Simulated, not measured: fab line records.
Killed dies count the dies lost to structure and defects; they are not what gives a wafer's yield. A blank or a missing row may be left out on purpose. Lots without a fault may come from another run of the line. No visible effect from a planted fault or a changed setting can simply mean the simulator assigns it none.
Which tool was responsible? | flow nand harc | 14 lots with 40 wafers sampled at 5 steps, on a route of 1302 steps

WHAT THE GAUGES SHOWED, per wafer
NHARC_A_SLIT_OVL_MEAS_10.
lot  | measured     | on         | overlay x nm (nm) | overlay y nm (nm)
L137 | day 19 16:41 | overlay-01 | 0.1 0.5 0.3       | -0.3 -1.3 -0.6
L136 | day 19 18:04 | overlay-02 | -0.2 -0.1 -0.4    | 0.4 0.2 0.1
L138 | day 20 13:58 | overlay-01 | 2.1 1.8 1.5       | 0.2 0.5 0.5
L140 | day 21 00:54 | overlay-02 | 0.1 0.3 0.3       | -0.1 -0.7 -0.2
L139 | day 21 01:54 | overlay-01 | -1.6 -2.1 -1.3    | 0.2 0.6 0.8
L142 | day 21 16:24 | overlay-02 | -0.3 -0.2         | 0.2 0.4
L143 | day 22 18:00 | overlay-01 | -0.5 0.0          | 1.1 1.5
L150 | day 25 10:11 | overlay-02 | -0.8 -0.3 0.3     | 0.4 0.4 0.3
L151 | day 25 10:21 | overlay-01 | 0.9 0.2 1.2       | -0.9 0.3 -0.1
L153 | day 26 17:10 | overlay-02 | -0.1 0.9 0.1      | -1.0 -0.7 -0.7
L154 | day 27 05:07 | overlay-02 | 0.2 0.2 -0.1      | 1.5 1.7 1.9
L156 | day 27 15:01 | overlay-01 | 1.4 1.8 1.3       | 0.0 0.0 -0.5
L158 | day 29 00:45 | overlay-02 | -0.2 0.0 0.6      | -0.7 0.0 -0.1
L159 | day 29 03:56 | overlay-02 | -0.2 0.3 -0.2     | 0.5 0.4 0.2

NHARC_END_SORT_01.
lot  | measured     | on        | killed at array | killed at other | killed at periphery | killed dies | killed open | killed short
L139 | day 25 14:17 | prober-01 | 46 674 673      | 2 0 1           | 0 3 3               | 48 677 677  | 3 8 3       | 2 1 6
L142 | day 26 05:50 | prober-02 | 674 673         | 0 0             | 3 4                 | 677 677     | 6 2         | 1 1
L143 | day 27 09:53 | prober-02 | 671 671         | 1 1             | 5 5                 | 677 677     | 2 4         | 1 1

EACH LOT AND THE TOOL THAT RAN IT (in order: tool; ch and the chambers of the sampled wafers; start)
lot  | NHARC_A_SLIT_DEP_23             | NHARC_A_WL_FILL_ALD_02              | NHARC_A_WL_FILL_ETCHBACK_04
L137 | pecvd-04 ch 0,2, day 19 16:04   | ald metal-04 ch 0,1,3, day 20 06:18 | rie metal-02 ch 0,1, day 20 07:07
L136 | pecvd-03 ch 0,2, day 19 17:19   | ald metal-03 ch 0,1,3, day 20 06:31 | rie metal-01 ch 0,1, day 20 07:26
L138 | pecvd-03 ch 0,2, day 20 13:14   | ald metal-02 ch 0,1,2, day 21 03:35 | rie metal-02 ch 0,1, day 21 04:23
L140 | pecvd-03 ch 0,1, day 21 00:11   | ald metal-04 ch 0,1,3, day 21 14:25 | rie metal-03 ch 0,1, day 21 15:11
L139 | pecvd-04 ch 0,1, day 21 01:11   | ald metal-03 ch 0,1, day 21 14:23   | rie metal-02 ch 0,1, day 21 15:14
L142 | pecvd-03 ch 0,2, day 21 15:50   | ald metal-02 ch 2,3, day 22 06:19   | rie metal-02 ch 0,1, day 22 07:07
L143 | pecvd-03 ch 0,1, day 22 17:26   | ald metal-04 ch 1,2, day 23 07:51   | rie metal-02 ch 0,1, day 23 08:38
L150 | pecvd-02 ch 1,2, day 25 09:23   | ald metal-03 ch 2,3, day 25 23:45   | rie metal-03 ch 0, day 26 00:33
L151 | pecvd-04 ch 0,2, day 25 09:35   | ald metal-02 ch 1,2,3, day 25 23:50 | rie metal-02 ch 0,1, day 26 00:38
L153 | pecvd-04 ch 1,2, day 26 16:25   | ald metal-03 ch 0,1,3, day 27 07:23 | rie metal-01 ch 0, day 27 08:08
L154 | pecvd-03 ch 0,1,2, day 27 04:22 | ald metal-03 ch 0,2, day 27 21:36   | rie metal-01 ch 0,1, day 27 22:24
L156 | pecvd-02 ch 1,2, day 27 14:17   | ald metal-03 ch 0,2,3, day 28 07:13 | rie metal-03 ch 0,1, day 28 07:55
L158 | pecvd-04 ch 0,1,2, day 29 00:04 | ald metal-02 ch 0,1,2, day 29 14:11 | rie metal-02 ch 0,1, day 29 14:58
L159 | pecvd-02 ch 0,1,2, day 29 03:20 | ald metal-04 ch 0,1,2, day 29 17:52 | rie metal-03 ch 0,1, day 29 18:41
- NHARC_A_SLIT_DEP_23: deposits SiON, target thk 100 nm.
- NHARC_A_WL_FILL_ALD_02: deposits TiN, target thk 2 nm, pulse time 3 s, ald cycles 100.
- NHARC_A_WL_FILL_ETCHBACK_04: etches the open film in NF3, target depth 60 nm, time 120 s.

WHAT THE TOOLS THEMSELVES READ (means of the sampled wafers that have a number; where no wafer has one, the mark that the record gives instead)
NHARC_A_SLIT_DEP_23.
lot  | tool     | chamber pressure Torr (Torr) | heater power w (W)
L137 | pecvd-04 | 3.503                        | 645
L136 | pecvd-03 | 3.494                        | 715
L138 | pecvd-03 | 3.500                        | 693
L140 | pecvd-03 | 3.500                        | 697
L139 | pecvd-04 | 3.499                        | 712
L142 | pecvd-03 | 3.505                        | 688
L143 | pecvd-03 | 3.508                        | 670
L150 | pecvd-02 | 3.495                        | 708
L151 | pecvd-04 | 3.510                        | 667
L153 | pecvd-04 | 3.497                        | 671
L154 | pecvd-03 | 3.499                        | 721
L156 | pecvd-02 | 3.510                        | 683
L158 | pecvd-04 | 3.497                        | 720
L159 | pecvd-02 | 3.504                        | 669

NHARC_A_WL_FILL_ALD_02.
lot  | tool         | heater power w (W) | precursor pulse height rel
L137 | ald metal-04 | 1090               | 0.980
L136 | ald metal-03 | 1212               | 0.981
L138 | ald metal-02 | 1083               | 0.987
L140 | ald metal-04 | 1092               | 1.017
L139 | ald metal-03 | 1236               | 1.004
L142 | ald metal-02 | 1071               | 0.998
L143 | ald metal-04 | 1031               | 0.990
L150 | ald metal-03 | 1136               | 0.993
L151 | ald metal-02 | 1136               | 0.992
L153 | ald metal-03 | 1184               | 1.017
L154 | ald metal-03 | 1174               | 1.003
L156 | ald metal-03 | 1143               | 0.990
L158 | ald metal-02 | 1099               | 0.985
L159 | ald metal-04 | 1106               | 1.022

NHARC_A_WL_FILL_ETCHBACK_04.
lot  | tool         | drypump motor current A (A) | oes product au (a.u.)
L137 | rie metal-02 | 5.4                         | 0.986
L136 | rie metal-01 | 5.2                         | 1.003
L138 | rie metal-02 | 5.4                         | 0.992
L140 | rie metal-03 | 5.4                         | 1.014
L139 | rie metal-02 | 5.4                         | 0.816
L142 | rie metal-02 | 5.2                         | 0.736
L143 | rie metal-02 | 5.2                         | 0.741
L150 | rie metal-03 | 5.0                         | 1.011
L151 | rie metal-02 | 5.1                         | 0.985
L153 | rie metal-01 | 5.7                         | 1.013
L154 | rie metal-01 | 5.5                         | 1.005
L156 | rie metal-03 | 5.4                         | 0.997
L158 | rie metal-02 | 5.5                         | 1.012
L159 | rie metal-03 | 5.4                         | 1.002

THE ANSWER, worked out from the rows above alone
Rule: what is usual is taken from the lots themselves. Put in order of their means at a reading, lots are off if they are a third of the lots or fewer, leave a main group of 4 or more, and stand apart from it by a gap of 3 or more times the standard deviation of the main group's means; of several such gaps the widest counts. Not used: any main group whose means are identical at the precision the tables above print for the reading. A lot without any number at a reading at which 4 lots or more have one is off too. Any other lot the step has rows for is counted as sound. The gauges are gone through in route order, then the tools' own readings, and for those a lot's mean is taken as printed above. At the first step where some lot is off, the reading lying furthest off is the one used; lots without a number count as furthest.
Off at NHARC_A_WL_FILL_ETCHBACK_04 (oes product au): L139, L142, L143. For the main group the mean is 1.002 a.u. and the standard deviation 0.01.
A tool fits if, at that step or a process step before it, it ran every lot that is off, and no sound lot after the first of them. None of those tried fits.

WHAT THE SIMULATOR PUT IN
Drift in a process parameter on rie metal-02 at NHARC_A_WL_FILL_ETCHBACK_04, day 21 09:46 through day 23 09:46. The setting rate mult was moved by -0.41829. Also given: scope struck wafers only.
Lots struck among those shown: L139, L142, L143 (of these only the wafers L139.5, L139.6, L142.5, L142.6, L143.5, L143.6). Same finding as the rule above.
